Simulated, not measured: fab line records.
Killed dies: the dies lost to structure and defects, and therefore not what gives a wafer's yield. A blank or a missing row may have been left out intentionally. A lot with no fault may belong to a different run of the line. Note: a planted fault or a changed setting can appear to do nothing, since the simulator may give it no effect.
Split-lot study || flow n5_finfet || 39 wafers read across 7 lots, on a route 1938 steps long

== ON THE SPLIT ==
At N5_BEOL_M13_SPUTTER_43 (material TaN, target thk 15 nm, time 24.19 s), the setting target_thk_a was moved away from the recipe's 150 angstrom on 12 of the 39 wafers read, by -42.4% to +51.9%. For the rest of the wafers, this setting stayed at what the recipe calls for.

== FROM THE SPLIT TO THE READING: what the file shows between them, 4 steps ==
- N5_BEOL_M13_SPUTTER_44: material Ta, target thk 10 nm, time 16.13 s
- N5_BEOL_M13_SPUTTER_45: material Cu, target thk 80 nm, time 13.33 s
- N5_BEOL_M13_ECD_47: material Cu, target thk 936 nm
- N5_BEOL_M13_ANNEAL_48: time 90 s

== THE READING ==
barrier_field_endpoint_s, in s, at N5_BEOL_M13_CMP_49 (polishes, stops on SiOC, t overpolish 17.1 s, target thk 420 nm). A value of 30.4 s with a standard deviation of 0.82 s is what fault-free wafers of this fab line usually give.

{"wafer": "L077.3", "tool, chamber at the split": "pvd_sputter-01, -", "target_thk_a as run, angstrom": 150, "against the recipe": "recipe", "barrier_field_endpoint_s, s": 31.3, "against lot-mates on the recipe": "-"}
{"wafer": "L077.4", "tool, chamber at the split": "pvd_sputter-01, -", "target_thk_a as run, angstrom": 150, "against the recipe": "recipe", "barrier_field_endpoint_s, s": 29.7, "against lot-mates on the recipe": "-"}
{"wafer": "L077.2", "tool, chamber at the split": "pvd_sputter-01, -", "target_thk_a as run, angstrom": 227.8, "against the recipe": "+51.9%", "barrier_field_endpoint_s, s": 38.8, "against lot-mates on the recipe": "+8.4"}
{"wafer": "L077.1", "tool, chamber at the split": "pvd_sputter-01, -", "target_thk_a as run, angstrom": 150, "against the recipe": "recipe", "barrier_field_endpoint_s, s": 30.3, "against lot-mates on the recipe": "-"}
{"wafer": "L077.5", "tool, chamber at the split": "pvd_sputter-01, -", "target_thk_a as run, angstrom": 227.8, "against the recipe": "+51.9%", "barrier_field_endpoint_s, s": 41.2, "against lot-mates on the recipe": "+10.8"}
{"wafer": "L077.6", "tool, chamber at the split": "pvd_sputter-01, -", "target_thk_a as run, angstrom": 227.8, "against the recipe": "+51.9%", "barrier_field_endpoint_s, s": 39.0, "against lot-mates on the recipe": "+8.6"}
{"wafer": "L076.4", "tool, chamber at the split": "pvd_sputter-02, -", "target_thk_a as run, angstrom": 150, "against the recipe": "recipe", "barrier_field_endpoint_s, s": 30.3, "against lot-mates on the recipe": "-"}
{"wafer": "L076.3", "tool, chamber at the split": "pvd_sputter-02, -", "target_thk_a as run, angstrom": 150, "against the recipe": "recipe", "barrier_field_endpoint_s, s": 29.5, "against lot-mates on the recipe": "-"}
{"wafer": "L076.1", "tool, chamber at the split": "pvd_sputter-02, -", "target_thk_a as run, angstrom": 150, "against the recipe": "recipe", "barrier_field_endpoint_s, s": 30.9, "against lot-mates on the recipe": "-"}
{"wafer": "L076.2", "tool, chamber at the split": "pvd_sputter-02, -", "target_thk_a as run, angstrom": 223.1, "against the recipe": "+48.7%", "barrier_field_endpoint_s, s": 39.7, "against lot-mates on the recipe": "+9.5"}
{"wafer": "L076.6", "tool, chamber at the split": "pvd_sputter-02, -", "target_thk_a as run, angstrom": 223.1, "against the recipe": "+48.7%", "barrier_field_endpoint_s, s": 40.5, "against lot-mates on the recipe": "+10.3"}
{"wafer": "L076.5", "tool, chamber at the split": "pvd_sputter-02, -", "target_thk_a as run, angstrom": 223.1, "against the recipe": "+48.7%", "barrier_field_endpoint_s, s": 37.8, "against lot-mates on the recipe": "+7.6"}
{"wafer": "L079.3", "tool, chamber at the split": "pvd_sputter-03, -", "target_thk_a as run, angstrom": 150, "against the recipe": "recipe", "barrier_field_endpoint_s, s": 30.7, "against lot-mates on the recipe": "-"}
{"wafer": "L079.2", "tool, chamber at the split": "pvd_sputter-03, -", "target_thk_a as run, angstrom": 150, "against the recipe": "recipe", "barrier_field_endpoint_s, s": 29.8, "against lot-mates on the recipe": "-"}
{"wafer": "L079.1", "tool, chamber at the split": "pvd_sputter-03, -", "target_thk_a as run, angstrom": 150, "against the recipe": "recipe", "barrier_field_endpoint_s, s": 30.0, "against lot-mates on the recipe": "-"}
{"wafer": "L079.4", "tool, chamber at the split": "pvd_sputter-03, -", "target_thk_a as run, angstrom": 150, "against the recipe": "recipe", "barrier_field_endpoint_s, s": 29.8, "against lot-mates on the recipe": "-"}
{"wafer": "L079.5", "tool, chamber at the split": "pvd_sputter-03, -", "target_thk_a as run, angstrom": 150, "against the recipe": "recipe", "barrier_field_endpoint_s, s": 30.0, "against lot-mates on the recipe": "-"}
{"wafer": "L079.6", "tool, chamber at the split": "pvd_sputter-03, -", "target_thk_a as run, angstrom": 150, "against the recipe": "recipe", "barrier_field_endpoint_s, s": 29.1, "against lot-mates on the recipe": "-"}
{"wafer": "L078.3", "tool, chamber at the split": "pvd_sputter-03, -", "target_thk_a as run, angstrom": 150, "against the recipe": "recipe", "barrier_field_endpoint_s, s": 30.5, "against lot-mates on the recipe": "-"}
{"wafer": "L078.4", "tool, chamber at the split": "pvd_sputter-03, -", "target_thk_a as run, angstrom": 150, "against the recipe": "recipe", "barrier_field_endpoint_s, s": 30.5, "against lot-mates on the recipe": "-"}
{"wafer": "L078.2", "tool, chamber at the split": "pvd_sputter-03, -", "target_thk_a as run, angstrom": 185.2, "against the recipe": "+23.5%", "barrier_field_endpoint_s, s": 34.8, "against lot-mates on the recipe": "+4.6"}
{"wafer": "L078.1", "tool, chamber at the split": "pvd_sputter-03, -", "target_thk_a as run, angstrom": 185.2, "against the recipe": "+23.5%", "barrier_field_endpoint_s, s": 35.6, "against lot-mates on the recipe": "+5.4"}
{"wafer": "L078.5", "tool, chamber at the split": "pvd_sputter-03, -", "target_thk_a as run, angstrom": 185.2, "against the recipe": "+23.5%", "barrier_field_endpoint_s, s": 35.0, "against lot-mates on the recipe": "+4.8"}
{"wafer": "L078.6", "tool, chamber at the split": "pvd_sputter-03, -", "target_thk_a as run, angstrom": 150, "against the recipe": "recipe", "barrier_field_endpoint_s, s": 29.6, "against lot-mates on the recipe": "-"}
{"wafer": "L082.4", "tool, chamber at the split": "pvd_sputter-03, -", "target_thk_a as run, angstrom": 150, "against the recipe": "recipe", "barrier_field_endpoint_s, s": 30.4, "against lot-mates on the recipe": "-"}
{"wafer": "L082.1", "tool, chamber at the split": "pvd_sputter-03, -", "target_thk_a as run, angstrom": 150, "against the recipe": "recipe", "barrier_field_endpoint_s, s": 32.0, "against lot-mates on the recipe": "-"}
{"wafer": "L082.6", "tool, chamber at the split": "pvd_sputter-03, -", "target_thk_a as run, angstrom": 150, "against the recipe": "recipe", "barrier_field_endpoint_s, s": 30.3, "against lot-mates on the recipe": "-"}
{"wafer": "L087.3", "tool, chamber at the split": "pvd_sputter-02, -", "target_thk_a as run, angstrom": 150, "against the recipe": "recipe", "barrier_field_endpoint_s, s": 29.9, "against lot-mates on the recipe": "-"}
{"wafer": "L087.4", "tool, chamber at the split": "pvd_sputter-02, -", "target_thk_a as run, angstrom": 150, "against the recipe": "recipe", "barrier_field_endpoint_s, s": 30.7, "against lot-mates on the recipe": "-"}
{"wafer": "L087.2", "tool, chamber at the split": "pvd_sputter-02, -", "target_thk_a as run, angstrom": 150, "against the recipe": "recipe", "barrier_field_endpoint_s, s": 28.3, "against lot-mates on the recipe": "-"}
{"wafer": "L087.1", "tool, chamber at the split": "pvd_sputter-02, -", "target_thk_a as run, angstrom": 150, "against the recipe": "recipe", "barrier_field_endpoint_s, s": 30.4, "against lot-mates on the recipe": "-"}
{"wafer": "L087.5", "tool, chamber at the split": "pvd_sputter-02, -", "target_thk_a as run, angstrom": 150, "against the recipe": "recipe", "barrier_field_endpoint_s, s": 29.0, "against lot-mates on the recipe": "-"}
{"wafer": "L087.6", "tool, chamber at the split": "pvd_sputter-02, -", "target_thk_a as run, angstrom": 150, "against the recipe": "recipe", "barrier_field_endpoint_s, s": 30.8, "against lot-mates on the recipe": "-"}
{"wafer": "L096.2", "tool, chamber at the split": "pvd_sputter-01, -", "target_thk_a as run, angstrom": 150, "against the recipe": "recipe", "barrier_field_endpoint_s, s": 28.2, "against lot-mates on the recipe": "-"}
{"wafer": "L096.4", "tool, chamber at the split": "pvd_sputter-01, -", "target_thk_a as run, angstrom": 86.47, "against the recipe": "-42.4%", "barrier_field_endpoint_s, s": 22.3, "against lot-mates on the recipe": -6.7}
{"wafer": "L096.3", "tool, chamber at the split": "pvd_sputter-01, -", "target_thk_a as run, angstrom": 150, "against the recipe": "recipe", "barrier_field_endpoint_s, s": 29.2, "against lot-mates on the recipe": "-"}
{"wafer": "L096.1", "tool, chamber at the split": "pvd_sputter-01, -", "target_thk_a as run, angstrom": 86.47, "against the recipe": "-42.4%", "barrier_field_endpoint_s, s": 23.2, "against lot-mates on the recipe": -5.8}
{"wafer": "L096.6", "tool, chamber at the split": "pvd_sputter-01, -", "target_thk_a as run, angstrom": 150, "against the recipe": "recipe", "barrier_field_endpoint_s, s": 29.6, "against lot-mates on the recipe": "-"}
{"wafer": "L096.5", "tool, chamber at the split": "pvd_sputter-01, -", "target_thk_a as run, angstrom": 86.47, "against the recipe": "-42.4%", "barrier_field_endpoint_s, s": 21.6, "against lot-mates on the recipe": -7.4}

FIT RESULTS
A straight line over all 39 wafers: barrier_field_endpoint_s changes by +0.188 s for each +1% of target_thk_a; r = +0.98; the points scatter about the line by 0.89 s.
The same after taking each lot's own level away (the mean of its wafers on the recipe; 39 wafers): +0.176 s for each +1%; r = +0.98; scatter 0.82 s.
Per that fit: largest target_thk_a move, reading shift of 9.1 s.
Measured against the standard deviation above, the lots' own levels, which go from 29.00 to 30.90 s, span 2.3 times it.
Consequently the slope shifts little with the lot-to-lot level, the two slopes agreeing.
Check: +9.44 s against its lot-mates is what the line predicts for one of the wafers moved furthest among these (+51.9%) when that wafer is left out of the fit. It came out at +8.37 s against them.

== OTHER SPLITS ON THESE WAFERS ==
Other splits were also applied to these wafers ahead of the reading. Each is held against what the fit with the lots' levels taken away leaves over:
{"other split on the same wafers": "N5_BEOL_M9_TRENCH_ETCH_37 time_s", "wafers away from the commonest value": 9, "r with barrier_field_endpoint_s (lot level and that fit taken away)": -0.17}
{"other split on the same wafers": "N5_BEOL_M11_CVD_75 target_thk_a", "wafers away from the commonest value": 15, "r with barrier_field_endpoint_s (lot level and that fit taken away)": "+0.09"}

== THE WHOLE CHAIN: every reading that the file lists as answering this split, in the file's order ==
{"step": "N5_BEOL_M13_SPUTTER_43", "what it does": "material TaN, target thk 15 nm, time 24.19 s", "reading": "TaN_of_BEOL_M13_SPUTTER_43.thk_nm (the simulator's own value, which no gauge read)", "change (the file's fit)": "+0.151 nm for each +1% of the setting", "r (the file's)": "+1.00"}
{"step": "N5_BEOL_M13_CMP_49", "what it does": "polishes, stops on SiOC, t overpolish 17.1 s, target thk 420 nm", "reading": "barrier_field_endpoint_s", "change (the file's fit)": "+0.178 s for each +1% of the setting", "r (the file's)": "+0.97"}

== FILE'S OWN FIT ==
barrier_field_endpoint_s changes by +0.178 s for each +1% of target_thk_a, r = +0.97.
